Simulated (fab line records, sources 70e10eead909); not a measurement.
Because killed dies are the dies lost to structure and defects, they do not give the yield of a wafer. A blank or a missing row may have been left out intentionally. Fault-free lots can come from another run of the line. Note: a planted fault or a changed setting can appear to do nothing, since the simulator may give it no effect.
Check for tools in common / flow nand-harc / Sample size 11 lots and 33 wafers

== WHY THIS WAS OPENED ==
Flagged at NHARC_P_GATE_INSPECT_68: reading raw-defect-count, on 2 of 11 lots. No-fault wafers: 190, standard deviation 82.
Rule: a lot is flagged when every wafer of it that has a number lies more than 4 standard deviations from that mean, or none has a number. All remaining lots are regarded as sound.

lot=L364; measured=day 6 15:07; on=defect-inspect-01; raw-defect-count, wafer by wafer=93 95 209; flag=
lot=L365; measured=day 7 04:49; on=defect-inspect-01; raw-defect-count, wafer by wafer=345 247 202; flag=
lot=L366; measured=day 7 07:09; on=defect-inspect-02; raw-defect-count, wafer by wafer=145 127 150; flag=
lot=L367; measured=day 7 22:34; on=defect-inspect-02; raw-defect-count, wafer by wafer=116 188 154; flag=
lot=L368; measured=day 8 10:16; on=defect-inspect-02; raw-defect-count, wafer by wafer=1289 1226 1262; flag=FLAGGED
lot=L369; measured=day 8 12:33; on=defect-inspect-02; raw-defect-count, wafer by wafer=1271 1217 1232; flag=FLAGGED
lot=L377; measured=day 11 23:08; on=defect-inspect-02; raw-defect-count, wafer by wafer=143 164 159; flag=
lot=L376; measured=day 12 00:01; on=defect-inspect-01; raw-defect-count, wafer by wafer=476 291 265; flag=
lot=L383; measured=day 14 21:41; on=defect-inspect-01; raw-defect-count, wafer by wafer=179 202 151; flag=
lot=L384; measured=day 15 00:44; on=defect-inspect-01; raw-defect-count, wafer by wafer=364 175 257; flag=
lot=L385; measured=day 15 12:11; on=defect-inspect-02; raw-defect-count, wafer by wafer=140 135 95; flag=
On average the flagged lots' numbers are 1250, which is +1060 against the usual, or +13 standard deviations.

== TOOL THAT RAN EACH LOT ==
3 process steps preceding the reading are held in the record, out of 1302 steps in the route. Read each cell as the tool, then ch plus the chambers that the sampled wafers visited, then the start.
lot=L364; flag=; NHARC_P_ZERO_WELL_ETCH_65=rie-diel-08 ch 1,2,3, day 2 17:29; NHARC_P_ZERO_WELL_DESCUM_54=rie-diel-05 ch 1,2, day 2 22:02; NHARC_P_GATE_EXPOSE_43=krf-scanner-03 ch 0, day 6 08:41
lot=L365; flag=; NHARC_P_ZERO_WELL_ETCH_65=rie-diel-13 ch 1,2,3, day 3 03:29; NHARC_P_ZERO_WELL_DESCUM_54=rie-diel-08 ch 0,2,3, day 3 07:53; NHARC_P_GATE_EXPOSE_43=krf-scanner-03 ch 0, day 6 21:55
lot=L366; flag=; NHARC_P_ZERO_WELL_ETCH_65=rie-diel-13 ch 0,1,3, day 3 13:22; NHARC_P_ZERO_WELL_DESCUM_54=rie-diel-13 ch 1,3, day 3 17:44; NHARC_P_GATE_EXPOSE_43=krf-scanner-04 ch 0, day 7 00:08
lot=L367; flag=; NHARC_P_ZERO_WELL_ETCH_65=rie-diel-13 ch 2,3, day 3 23:32; NHARC_P_ZERO_WELL_DESCUM_54=rie-diel-05 ch 1,3, day 4 03:59; NHARC_P_GATE_EXPOSE_43=krf-scanner-01 ch 0, day 7 15:52
lot=L368; flag=FLAGGED; NHARC_P_ZERO_WELL_ETCH_65=rie-diel-13 ch 0,2,3, day 4 09:24; NHARC_P_ZERO_WELL_DESCUM_54=rie-diel-13 ch 0,1,3, day 4 13:51; NHARC_P_GATE_EXPOSE_43=krf-scanner-04, day 8 03:16
lot=L369; flag=FLAGGED; NHARC_P_ZERO_WELL_ETCH_65=rie-diel-08 ch 0,1,3, day 4 19:22; NHARC_P_ZERO_WELL_DESCUM_54=rie-diel-05 ch 0,1,3, day 4 23:31; NHARC_P_GATE_EXPOSE_43=krf-scanner-03, day 8 05:56
lot=L377; flag=; NHARC_P_ZERO_WELL_ETCH_65=rie-diel-08 ch 0,2,3, day 8 03:43; NHARC_P_ZERO_WELL_DESCUM_54=rie-diel-05 ch 0,1,2, day 8 08:28; NHARC_P_GATE_EXPOSE_43=krf-scanner-03 ch 0, day 11 16:09
lot=L376; flag=; NHARC_P_ZERO_WELL_ETCH_65=rie-diel-05 ch 0,2, day 7 17:30; NHARC_P_ZERO_WELL_DESCUM_54=rie-diel-05 ch 1,2, day 7 22:05; NHARC_P_GATE_EXPOSE_43=krf-scanner-03 ch 0, day 11 16:56
lot=L383; flag=; NHARC_P_ZERO_WELL_ETCH_65=rie-diel-13 ch 0,2, day 10 15:29; NHARC_P_ZERO_WELL_DESCUM_54=rie-diel-13 ch 0,1,3, day 10 19:56; NHARC_P_GATE_EXPOSE_43=krf-scanner-01 ch 0, day 14 11:59
lot=L384; flag=; NHARC_P_ZERO_WELL_ETCH_65=rie-diel-05 ch 0,1,2, day 11 01:30; NHARC_P_ZERO_WELL_DESCUM_54=rie-diel-05 ch 1,2, day 11 05:52; NHARC_P_GATE_EXPOSE_43=krf-scanner-01 ch 0, day 14 15:05
lot=L385; flag=; NHARC_P_ZERO_WELL_ETCH_65=rie-diel-05 ch 0,1,2, day 11 11:30; NHARC_P_ZERO_WELL_DESCUM_54=rie-diel-08 ch 0,2,3, day 11 16:32; NHARC_P_GATE_EXPOSE_43=krf-scanner-03 ch 0, day 15 05:31
What the steps here do:
- NHARC_P_ZERO_WELL_ETCH_65: etches the open film in N2/H2, target depth 80 nm, overetch 24 nm, time 87.88 s.
- NHARC_P_ZERO_WELL_DESCUM_54: chemistry O2, time 3 s.
- NHARC_P_GATE_EXPOSE_43: exposes mask P NSD, target cd 720 nm.
- NHARC_P_GATE_INSPECT_68

== FLAGGED OVER TOTAL, TOOL BY TOOL (the gauges that took the reading come last) ==
step=NHARC_P_ZERO_WELL_ETCH_65; tool=rie-diel-05; lots run=3; flagged=0; share of the flagged lots=none; sound lots run after its first flagged lot=-
step=NHARC_P_ZERO_WELL_ETCH_65; tool=rie-diel-08; lots run=3; flagged=1; share of the flagged lots=some; sound lots run after its first flagged lot=1 (L377)
step=NHARC_P_ZERO_WELL_ETCH_65; tool=rie-diel-13; lots run=5; flagged=1; share of the flagged lots=some; sound lots run after its first flagged lot=1 (L383)
step=NHARC_P_ZERO_WELL_DESCUM_54; tool=rie-diel-05; lots run=6; flagged=1; share of the flagged lots=some; sound lots run after its first flagged lot=3 (L376,L377,L384)
step=NHARC_P_ZERO_WELL_DESCUM_54; tool=rie-diel-08; lots run=2; flagged=0; share of the flagged lots=none; sound lots run after its first flagged lot=-
step=NHARC_P_ZERO_WELL_DESCUM_54; tool=rie-diel-13; lots run=3; flagged=1; share of the flagged lots=some; sound lots run after its first flagged lot=1 (L383)
step=NHARC_P_GATE_EXPOSE_43; tool=krf-scanner-01; lots run=3; flagged=0; share of the flagged lots=none; sound lots run after its first flagged lot=-
step=NHARC_P_GATE_EXPOSE_43; tool=krf-scanner-03; lots run=6; flagged=1; share of the flagged lots=some; sound lots run after its first flagged lot=3 (L377,L376,L385)
step=NHARC_P_GATE_EXPOSE_43; tool=krf-scanner-04; lots run=2; flagged=1; share of the flagged lots=some; sound lots run after its first flagged lot=0
step=NHARC_P_GATE_INSPECT_68; tool=defect-inspect-01; lots run=5; flagged=0; share of the flagged lots=none; sound lots run after its first flagged lot=-
step=NHARC_P_GATE_INSPECT_68; tool=defect-inspect-02; lots run=6; flagged=2; share of the flagged lots=all; sound lots run after its first flagged lot=2 (L377,L385)

== WHAT IS ALLOWED BY THE TABLE ==
1 row of the table ran every flagged lot: defect-inspect-02 at NHARC_P_GATE_INSPECT_68.
- defect-inspect-02 at NHARC_P_GATE_INSPECT_68 ran 6 lots, 2 of them flagged. After the first flagged lot (L377, L385), sound lots still ran on it; a lasting fault on the whole tool would not permit that.
No row of the table ran every flagged lot and no sound lot after the first.

== WHAT THE SIMULATOR HAD INSERTED ==
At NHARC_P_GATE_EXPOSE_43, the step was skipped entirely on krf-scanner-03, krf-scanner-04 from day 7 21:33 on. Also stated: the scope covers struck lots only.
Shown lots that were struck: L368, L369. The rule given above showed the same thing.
